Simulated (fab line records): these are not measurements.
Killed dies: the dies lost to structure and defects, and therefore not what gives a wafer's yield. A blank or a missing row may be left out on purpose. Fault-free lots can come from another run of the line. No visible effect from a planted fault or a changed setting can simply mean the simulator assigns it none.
Which tool was responsible? | flow nand harc | 11 lots, 33 wafers sampled, at 6 steps of a route of 1159

WHAT THE GAUGES READ, wafer by wafer
NHARC_P_ZERO_WELL_CD_MEAS_24 targets a cd of 720 nm.
lot  | measured    | on        | cd nm (nm)
L514 | day 1 14:35 | cd sem-03 | 720.0 718.8 722.7
L515 | day 1 20:23 | cd sem-01 | 721.1 722.4 720.6
L516 | day 2 03:17 | cd sem-03 | 672.1 675.1 674.8
L525 | day 4 08:31 | cd sem-02 | 721.0 721.3 720.0
L526 | day 4 14:36 | cd sem-01 | 720.4 722.2 724.1
L527 | day 4 20:34 | cd sem-03 | 720.3 717.5 719.1
L528 | day 5 02:44 | cd sem-03 | 720.2 717.6 720.8
L534 | day 6 14:20 | cd sem-02 | 721.4 720.3 719.9
L535 | day 6 20:28 | cd sem-03 | 722.9 722.9 720.6
L536 | day 7 02:38 | cd sem-01 | 718.4 719.7 720.8
L537 | day 7 08:27 | cd sem-01 | 721.2 719.4 720.5

NHARC_END_SORT_01.
lot  | measured     | on        | killed at array | killed at other | killed at periphery | killed dies | killed open | killed short
L516 | day 20 04:00 | prober-02 | 14              | 0               | 7                   | 21          | 4           | 0

WHAT TOOL EACH LOT RAN ON (gives the tool, then ch and the chambers of the sampled wafers, and finally the start)
lot  | NHARC_P_ZERO_WELL_EXPOSE_21      | NHARC_P_STI_DESCUM_14             | NHARC_P_GATE_ETCH_114                         | NHARC_P_GATE_ETCH_32
L514 | krf scanner-03 ch 0, day 1 14:26 | rie diel-12 ch 1,2,3, day 2 11:08 | rie diel-01 ch 1,2,3, day 4 11:58 or earlier  | rie si-04 ch 0,1,2, day 4 11:58
L515 | krf scanner-03 ch 0, day 1 20:13 | rie diel-07 ch 0,1, day 2 19:29   | rie diel-04 ch 2,3, day 5 00:35 or earlier    | rie si-03 ch 1,2, day 5 00:35
L516 | krf scanner-02 ch 0, day 2 03:07 | rie diel-06 ch 0,2,3, day 3 01:47 | rie diel-01 ch 1,2,3, day 5 06:39 or earlier  | rie si-03 ch 0,2, day 5 06:39
L525 | krf scanner-03 ch 0, day 4 08:23 | rie diel-06 ch 0,2,3, day 5 06:33 | rie diel-01 ch 0,2,3, day 7 22:50 or earlier  | rie si-04 ch 2,3, day 7 22:50
L526 | krf scanner-02 ch 0, day 4 14:28 | rie diel-12 ch 0,1,2, day 5 13:16 | rie diel-13 ch 0,1, day 7 22:23 or earlier    | rie si-03 ch 1,2,3, day 7 22:23
L527 | krf scanner-02 ch 0, day 4 20:24 | rie diel-07 ch 1,2,3, day 5 19:07 | rie diel-04 ch 0,2,3, day 7 21:42 or earlier  | rie si-03 ch 0,1, day 7 21:42
L528 | krf scanner-03 ch 0, day 5 02:34 | rie diel-07 ch 1,2, day 5 23:38   | rie diel-13 ch 1,2,3, day 7 21:45 or earlier  | rie si-04 ch 1,2,3, day 7 21:45
L534 | krf scanner-03 ch 0, day 6 14:11 | rie diel-12 ch 1,3, day 7 11:35   | rie diel-13 ch 0,2, day 9 10:01 or earlier    | rie si-01 ch 0,2,3, day 9 10:01
L535 | krf scanner-04 ch 0, day 6 20:19 | rie diel-07 ch 1,2,3, day 7 19:34 | rie diel-01 ch 0,2,3, day 10 01:55 or earlier | rie si-03 ch 2,3, day 10 01:55
L536 | krf scanner-02 ch 0, day 7 02:28 | rie diel-07 ch 1,2,3, day 7 22:59 | rie diel-01 ch 0,1,3, day 10 02:29 or earlier | rie si-03 ch 0,2,3, day 10 02:29
L537 | krf scanner-03 ch 0, day 7 08:18 | rie diel-06 ch 0,2,3, day 8 04:57 | rie diel-13 ch 1,2,3, day 10 17:34 or earlier | rie si-03 ch 0,2,3, day 10 17:34
- NHARC_P_ZERO_WELL_EXPOSE_21: exposes mask P NWELL, target cd 720 nm.
- NHARC_P_STI_DESCUM_14: chemistry O2, time 3 s.
- NHARC_P_GATE_ETCH_114: etches the open film in CF4/O2, target depth 30 nm, overetch 3 nm, time 16.5 s.
- NHARC_P_GATE_ETCH_32: etches the open film in HBr/Cl2, target depth 150 nm, time 100.1 s.

WHAT THE TOOLS THEMSELVES READ (means of the sampled wafers that have a number; where no wafer has one, the mark that the record gives instead)
NHARC_P_ZERO_WELL_EXPOSE_21.
lot  | tool           | focus offset nm (nm)
L514 | krf scanner-03 | 0.0
L515 | krf scanner-03 | -0.2
L516 | krf scanner-02 | 0.3
L525 | krf scanner-03 | 0.1
L526 | krf scanner-02 | 0.7
L527 | krf scanner-02 | -0.6
L528 | krf scanner-03 | -0.1
L534 | krf scanner-03 | -0.5
L535 | krf scanner-04 | -0.4
L536 | krf scanner-02 | 0.3
L537 | krf scanner-03 | -0.1

NHARC_P_STI_DESCUM_14.
lot  | tool        | drypump motor current A (A) | o2 flow sccm (sccm) | oes product au (a.u.) | rf vpp V (V) | showerhead plenum p Torr (Torr) | throttle valve pct (%)
L514 | rie diel-12 | 5.8                         | 200.0               | 1.007                 | 57.2         | 1.95                            | 11.312
L515 | rie diel-07 | 5.4                         | 200.6               | 0.997                 | 58.3         | 1.99                            | 11.302
L516 | rie diel-06 | 6.3                         | 200.5               | 0.986                 | 57.3         | 1.97                            | 11.307
L525 | rie diel-06 | 6.3                         | 200.5               | 1.001                 | 58.1         | 1.97                            | 11.311
L526 | rie diel-12 | 5.5                         | 200.2               | 0.999                 | 58.1         | 1.94                            | 11.310
L527 | rie diel-07 | 5.8                         | 200.0               | 1.011                 | 57.3         | 1.88                            | 11.303
L528 | rie diel-07 | 5.6                         | 201.0               | 1.018                 | 58.0         | 1.86                            | 11.308
L534 | rie diel-12 | 5.6                         | 199.8               | 1.004                 | 57.9         | 1.87                            | 11.309
L535 | rie diel-07 | 5.8                         | 200.4               | 1.009                 | 57.5         | 1.88                            | 11.316
L536 | rie diel-07 | 5.8                         | 199.9               | 1.008                 | 57.6         | 1.88                            | 11.306
L537 | rie diel-06 | 6.3                         | 200.1               | 1.001                 | 58.3         | 1.96                            | 11.315

NHARC_P_GATE_ETCH_114.
lot  | tool        | drypump motor current A (A) | o2 flow sccm (sccm) | oes product au (a.u.) | rf vpp V (V) | showerhead plenum p Torr (Torr) | throttle valve pct (%)
L514 | rie diel-01 | 5.4                         | 19.97               | 0.998                 | 196.8        | 1.27                            | 13.397
L515 | rie diel-04 | 6.3                         | 20.05               | 1.006                 | 196.4        | 1.26                            | 13.398
L516 | rie diel-01 | 5.4                         | 20.02               | 0.981                 | 197.2        | 1.27                            | 13.401
L525 | rie diel-01 | 5.4                         | 19.99               | 0.992                 | 197.4        | 1.31                            | 13.405
L526 | rie diel-13 | 6.0                         | 20.03               | 1.000                 | 197.9        | 1.31                            | 13.397
L527 | rie diel-04 | 6.1                         | 20.02               | 1.000                 | 196.5        | 1.26                            | 13.395
L528 | rie diel-13 | 5.8                         | 19.98               | 1.001                 | 198.6        | 1.36                            | 13.396
L534 | rie diel-13 | 5.6                         | 20.06               | 0.997                 | 197.8        | 1.30                            | 13.399
L535 | rie diel-01 | 5.4                         | 19.99               | 1.003                 | 197.9        | 1.31                            | 13.413
L536 | rie diel-01 | 5.3                         | 20.01               | 0.999                 | 197.0        | 1.32                            | 13.404
L537 | rie diel-13 | 5.9                         | 20.03               | 1.001                 | 198.3        | 1.35                            | 13.404

NHARC_P_GATE_ETCH_32.
lot  | tool      | drypump motor current A (A) | hbr flow sccm (sccm) | oes product au (a.u.) | throttle valve pct (%)
L514 | rie si-04 | 5.5                         | 150.1                | 0.992                 | 26.411
L515 | rie si-03 | 5.7                         | 149.9                | 0.991                 | 26.406
L516 | rie si-03 | 6.1                         | 150.1                | 0.999                 | 26.399
L525 | rie si-04 | 5.4                         | 150.6                | 0.998                 | 26.402
L526 | rie si-03 | 5.6                         | 149.6                | 0.999                 | 26.405
L527 | rie si-03 | 5.4                         | 150.1                | 0.991                 | 26.406
L528 | rie si-04 | 5.7                         | 150.0                | 1.011                 | 26.407
L534 | rie si-01 | 5.8                         | 150.4                | 0.994                 | 26.406
L535 | rie si-03 | 6.1                         | 149.8                | 1.005                 | 26.412
L536 | rie si-03 | 6.0                         | 150.3                | 0.999                 | 26.405
L537 | rie si-03 | 6.0                         | 150.0                | 1.002                 | 26.407

THE ANSWER, worked out from the rows above alone
Rule: the usual values come from the lots themselves. Put in order of their means at a reading, lots are off if they are a third of the lots or fewer, leave a main group of 4 or more, and stand apart from it by a gap of 3 or more times the standard deviation of the main group's means; of several such gaps the widest counts. Not used: any main group whose means are identical at the precision the tables above print for the reading. Also off: a lot with no number at a reading for which 4 or more lots have one. The other lots that the step has rows for count as sound. First the gauges in route order, then the tools' own readings, where a lot's mean is used as printed above. The first step at which some lot is off is used, and at that step the reading that is off furthest; a lot without a number counts as furthest.
Off, at NHARC_P_ZERO_WELL_CD_MEAS_24 on cd nm: L516. The main group has a mean of 720.6 nm with a standard deviation of 1.
If a tool, at a process step before that reading, ran all the lots that are off and no sound lot after the first of them, it fits. Not tried: the gauges at NHARC_P_ZERO_WELL_CD_MEAS_24; whatever is off there is also off at NHARC_P_STI_DESCUM_14, on other tools, and gauge error can't account for it. Not one of the candidates tried fits.

WHAT HAD BEEN PUT IN BY THE SIMULATOR
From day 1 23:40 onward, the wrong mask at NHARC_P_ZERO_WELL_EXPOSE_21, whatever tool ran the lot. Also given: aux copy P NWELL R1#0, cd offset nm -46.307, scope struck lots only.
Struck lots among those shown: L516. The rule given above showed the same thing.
